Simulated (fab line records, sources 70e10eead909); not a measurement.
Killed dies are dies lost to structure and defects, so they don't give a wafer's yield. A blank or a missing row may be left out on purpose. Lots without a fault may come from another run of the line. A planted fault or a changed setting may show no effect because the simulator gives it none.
One fault seen from 2 desks | flow nand_harc | each desk has only its own numbers; what lay behind them comes last

THE TOOL OWNER'S DESK: pecvd-04
The tool's own readings at NHARC_A_BONDPAD_DEP_00 (deposits SiCN, target thk 250 nm): means of the sampled wafers that have a number, for each lot that ran on this tool. A lot is out of limits, marked OUT, if its mean lies more than 4 standard deviations from the usual mean; the brackets give that distance.
Columns: A = heater_power_w at NHARC_A_BONDPAD_DEP_00, usual 551 W
lot  | first seen here | A
L839 | day 18 13:55    | 527
L844 | day 19 01:04    | 499
L840 | day 19 02:15    | 512
L841 | day 19 11:37    | 561
L845 | day 20 05:44    | 575
L847 | day 20 10:31    | 530
L849 | day 20 11:13    | 587
L848 | day 20 15:52    | 536
L858 | day 23 10:42    | 471
This desk's finding: nothing out of limits on any of the 9 lots.

THE METROLOGY DESK
What the gauges read, lot by lot, whatever tool the lot ran on: means of the sampled wafers that have a number. A lot is out of limits, marked OUT, if its mean lies more than 4 standard deviations from the usual mean; the brackets give that distance.
Columns: A = thk_nm at NHARC_A_M1_THK_MEAS_24, usual 154.2 nm; B = thk_nm at NHARC_A_BONDPAD_THK_MEAS_30, usual 200.1 nm
lot  | first seen here | A     | B
L838 | day 18 08:40    | 153.8 | 201.2
L839 | day 18 13:03    | 155.0 | 199.9
L844 | day 18 23:54    | 154.5 | 201.4
L840 | day 19 00:53    | 154.3 | 200.4
L841 | day 19 10:25    | 155.3 | 202.7
L845 | day 20 04:52    | 154.0 | 200.3
L847 | day 20 09:40    | 153.9 | 198.9
L849 | day 20 10:17    | 155.2 | 200.9
L848 | day 20 14:58    | 152.7 | 201.0
L846 | day 20 15:28    | 154.2 | 201.0
L851 | day 21 00:35    | 155.0 | 199.0
L858 | day 23 09:51    | 152.7 | 194.2
This desk's finding: nothing out of limits on any of the 12 lots.

PUT TOGETHER
The tool owner's desk saw nothing out of limits.
The metrology desk saw nothing out of limits.

WHAT THE SIMULATOR HAD PUT IN
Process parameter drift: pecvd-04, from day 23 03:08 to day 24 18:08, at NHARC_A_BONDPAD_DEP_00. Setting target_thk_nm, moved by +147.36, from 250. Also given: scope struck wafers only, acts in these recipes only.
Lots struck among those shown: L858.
